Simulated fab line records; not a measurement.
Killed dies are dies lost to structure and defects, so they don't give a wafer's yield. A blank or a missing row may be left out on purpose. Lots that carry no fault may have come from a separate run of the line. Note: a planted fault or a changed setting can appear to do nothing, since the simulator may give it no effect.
One fault through the eyes of 2 desks + flow n5Finfet + only its own numbers are on each desk; what lay behind them is given at the end

## FROM THE METROLOGY DESK
What the gauges read for every lot (on any tool): the sampled wafers with a number, averaged. Any lot whose mean is over 4 standard deviations away from the usual mean is out of limits and marked OUT; that distance is given in the brackets. Of its 11 readings 7 are shown: those that lie furthest out on some lot.
Columns: A = DIBL_P at N5_BEOL_M4_RC_MEAS_101, usual 35.9 mV/V; B = IOFF_N at N5_BEOL_M4_RC_MEAS_101, usual 0.16 nA/um; C = IOFF_P at N5_BEOL_M4_RC_MEAS_101, usual 0.21 nA/um; D = ION_N at N5_BEOL_M4_RC_MEAS_101, usual 672 uA/um; E = ION_P at N5_BEOL_M4_RC_MEAS_101, usual 461 uA/um; F = VT_N at N5_BEOL_M4_RC_MEAS_101, usual 250 mV; G = VT_P at N5_BEOL_M4_RC_MEAS_101, usual -251 mV
| lot  | first seen here | A    | B    | C    | D   | E   | F   | G    |
|------|-----------------|------|------|------|-----|-----|-----|------|
| L200 | day 6 15:45     | 36.7 | 0.16 | 0.21 | 672 | 462 | 251 | -251 |
| L202 | day 6 22:29     | 38.0 | 0.19 | 0.24 | 675 | 467 | 251 | -249 |
| L201 | day 7 03:22     | 38.4 | 0.17 | 0.20 | 680 | 459 | 250 | -252 |
| L204 | day 7 10:42     | 37.2 | 0.18 | 0.23 | 677 | 461 | 249 | -249 |
| L207 | day 8 04:54     | 36.3 | 0.16 | 0.21 | 674 | 464 | 250 | -249 |
| L210 | day 9 00:49     | 36.8 | 0.19 | 0.27 | 684 | 474 | 247 | -245 |
| L214 | day 9 22:55     | 36.7 | 0.17 | 0.23 | 671 | 460 | 250 | -247 |
| L216 | day 10 09:13    | 35.7 | 0.14 | 0.19 | 671 | 460 | 251 | -254 |
| L218 | day 10 20:40    | 32.6 | 0.11 | 0.16 | 657 | 457 | 256 | -253 |
This desk's verdict: no lot among the 9 shows anything out of limits.

## DESK OF THE TOOL OWNER: rieDiel-02
The tool's own readings at N5_MOL_CONTACT_COAG_ETCHBACK_135 (etches SiO2 in CHF3, target depth 25 nm, time 16.7 s): means of the sampled wafers that have a number, for each lot that ran on this tool. Any lot whose mean is over 4 standard deviations away from the usual mean is out of limits and marked OUT; that distance is given in the brackets. Of its 8 readings 7 are shown: those that lie furthest out on some lot.
Columns: A = chamberPressureMTorr at N5_MOL_CONTACT_COAG_ETCHBACK_135, usual 30.003 mTorr; B = drypumpMotorCurrentA at N5_MOL_CONTACT_COAG_ETCHBACK_135, usual 5.6 A; C = oesProductAu at N5_MOL_CONTACT_COAG_ETCHBACK_135, usual 0.80 a.u.; D = rfVppV at N5_MOL_CONTACT_COAG_ETCHBACK_135, usual 523 V; E = runLengthS at N5_MOL_CONTACT_COAG_ETCHBACK_135, usual 40.1 s; F = showerheadPlenumPTorr at N5_MOL_CONTACT_COAG_ETCHBACK_135, usual 2.40 Torr; G = throttleValvePct at N5_MOL_CONTACT_COAG_ETCHBACK_135, usual 18.59 %
| lot  | first seen here | A      | B   | C    | D   | E    | F    | G     |
|------|-----------------|--------|-----|------|-----|------|------|-------|
| L202 | day 6 22:07     | 30.015 | 5.4 | 0.70 | 532 | 39.8 | 2.43 | 18.88 |
| L204 | day 7 10:20     | 30.043 | 5.4 | 0.82 | 518 | 40.0 | 2.38 | 18.56 |
| L210 | day 9 00:28     | 30.027 | 6.0 | 0.81 | 516 | 39.3 | 2.31 | 18.70 |
| L214 | day 9 22:32     | 30.005 | 5.8 | 0.80 | 518 | 39.6 | 2.34 | 18.63 |
This desk's verdict: no lot among the 4 shows anything out of limits.

## BROUGHT TOGETHER
At the metrology desk, nothing out of limits was observed.
Nothing out of limits was seen by the tool owner's desk.

## WHAT THE SIMULATOR HAD PUT IN
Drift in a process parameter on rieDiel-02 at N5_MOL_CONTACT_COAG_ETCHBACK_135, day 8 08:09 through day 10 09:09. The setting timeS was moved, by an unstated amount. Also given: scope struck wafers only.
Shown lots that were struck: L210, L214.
